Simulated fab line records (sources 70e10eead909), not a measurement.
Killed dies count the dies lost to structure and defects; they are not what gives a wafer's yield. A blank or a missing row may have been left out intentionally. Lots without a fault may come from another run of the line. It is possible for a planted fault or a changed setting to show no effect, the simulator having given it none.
Matching of chambers :: flow nand_harc :: NHARC_A_STAIRCASE_DEP_301 on pecvd-02: 3 sister chambers
The step deposits SiON, target thk 30 nm. 3 wafers are shown with their chamber, then 7 later ones without.

== WAFERS PAIRED WITH THEIR CHAMBERS ==
wafer: L091.3
chamber: 0
heater_power_w (W): 618

wafer: L092.4
chamber: 1
heater_power_w (W): 746

wafer: L092.5
chamber: 2
heater_power_w (W): 687

== WAFERS WHOSE CHAMBER IS MISSING ==
wafer: L092.6
heater_power_w (W): 577

wafer: L093.3
heater_power_w (W): 784

wafer: L093.4
heater_power_w (W): 662

wafer: L093.5
heater_power_w (W): 792

wafer: L096.2
heater_power_w (W): 645

wafer: L096.3
heater_power_w (W): 713

wafer: L096.4
heater_power_w (W): 714

== WHICH CHAMBER EACH WENT THROUGH ==
wafer: L092.6
from the rows above: 0
in truth: 0

wafer: L093.3
from the rows above: can't be placed: 1 or 2
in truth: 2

wafer: L093.4
from the rows above: can't be placed: 2 or 0 or 1
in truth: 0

wafer: L093.5
from the rows above: can't be placed: 1 or 2
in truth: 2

wafer: L096.2
from the rows above: can't be placed: 0 or 2
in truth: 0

wafer: L096.3
from the rows above: can't be placed: 2 or 1
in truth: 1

wafer: L096.4
from the rows above: can't be placed: 2 or 1
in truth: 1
Correctly placed: 1 of 7. Can't be placed from these rows: 6 (the true chamber is among the candidates in 6). 0 placed wrongly.
How it was worked out, from the rows above alone: a wafer's distance from a chamber is the root of the sum, over the readings, of the square of ((its reading less the chamber's mean) divided by the reading's scatter). If the next closest chamber is less than 2 further off than the closest, the wafer can't be placed; otherwise it belongs to the closest. The mean given for a chamber averages the wafers shown for that chamber. The scatter: root of mean squared gap, hidden wafer to nearest shown wafer, with one shown wafer a chamber.
